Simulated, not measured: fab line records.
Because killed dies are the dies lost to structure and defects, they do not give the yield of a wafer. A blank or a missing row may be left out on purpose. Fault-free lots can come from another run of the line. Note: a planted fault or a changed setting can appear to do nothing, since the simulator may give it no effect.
The tool behind it: which one? | flow n5Finfet | 33 wafers from 11 lots sampled at 2 of the route's 1938 steps

## WHAT EACH GAUGE READ, for each wafer
N5_BEOL_M8_CD_MEAS_18: pitch 80 nm, target cd 40 nm.
lot  | measured     | on       | cdNm (nm)
L818 | day 10 03:51 | cdSem-01 | 39.1 39.2 38.7
L819 | day 10 18:28 | cdSem-02 | 39.7 40.1 40.1
L829 | day 12 23:29 | cdSem-01 | 39.8 39.8 40.0
L832 | day 15 06:34 | cdSem-03 | 39.0 39.5 39.6
L834 | day 15 12:26 | cdSem-02 | 40.2 39.6 40.3
L837 | day 16 02:35 | cdSem-03 | 40.8 40.3 40.1
L836 | day 16 07:28 | cdSem-02 | 39.3 39.9 40.1
L838 | day 16 11:17 | cdSem-01 | 40.2 40.3 39.4
L835 | day 16 11:21 | cdSem-02 | 38.3 38.5 39.5
L841 | day 17 00:56 | cdSem-03 | 39.7 39.5 39.6
L839 | day 17 01:22 | cdSem-01 | 40.5 40.5 39.6

## TOOL THAT RAN EACH LOT (tool first, then ch and the chambers of the sampled wafers, then the start)
lot  | N5_BEOL_M8_HM_OPEN_17
L818 | rieMetal-03 ch 0, day 10 03:40
L819 | rieMetal-01 ch 0,1, day 10 18:16
L829 | rieMetal-02 ch 0,1, day 12 23:18
L832 | rieMetal-02 ch 0,1, day 15 06:23
L834 | rieMetal-01 ch 0, day 15 12:15
L837 | rieMetal-01 ch 0,1, day 16 02:23
L836 | rieMetal-03 ch 0,1, day 16 07:17
L838 | rieMetal-03 ch 0,1, day 16 11:07
L835 | rieMetal-02 ch 1, day 16 11:10
L841 | rieMetal-03 ch 0,1, day 17 00:44
L839 | rieMetal-02 ch 0,1, day 17 01:13
- N5_BEOL_M8_HM_OPEN_17: chemistry Cl2/BCl3, target TiN, target depth 20 nm, overetch 6 nm.

## THE ANSWER, worked out from the rows above alone
Rule: the usual values come from the lots themselves. Put in order of their means at a reading, lots are off if they are a third of the lots or fewer, leave a main group of 4 or more, and stand apart from it by a gap of 3 or more times the standard deviation of the main group's means; of several such gaps the widest counts. If all means in a main group match to the digits the tables above print for the reading, that group is not used. A lot without any number at a reading at which 4 lots or more have one is off too. Any other lot the step has rows for is counted as sound.
No lot is off at any reading shown: from this, nothing can be told.

## WHAT WAS PUT IN BY THE SIMULATOR
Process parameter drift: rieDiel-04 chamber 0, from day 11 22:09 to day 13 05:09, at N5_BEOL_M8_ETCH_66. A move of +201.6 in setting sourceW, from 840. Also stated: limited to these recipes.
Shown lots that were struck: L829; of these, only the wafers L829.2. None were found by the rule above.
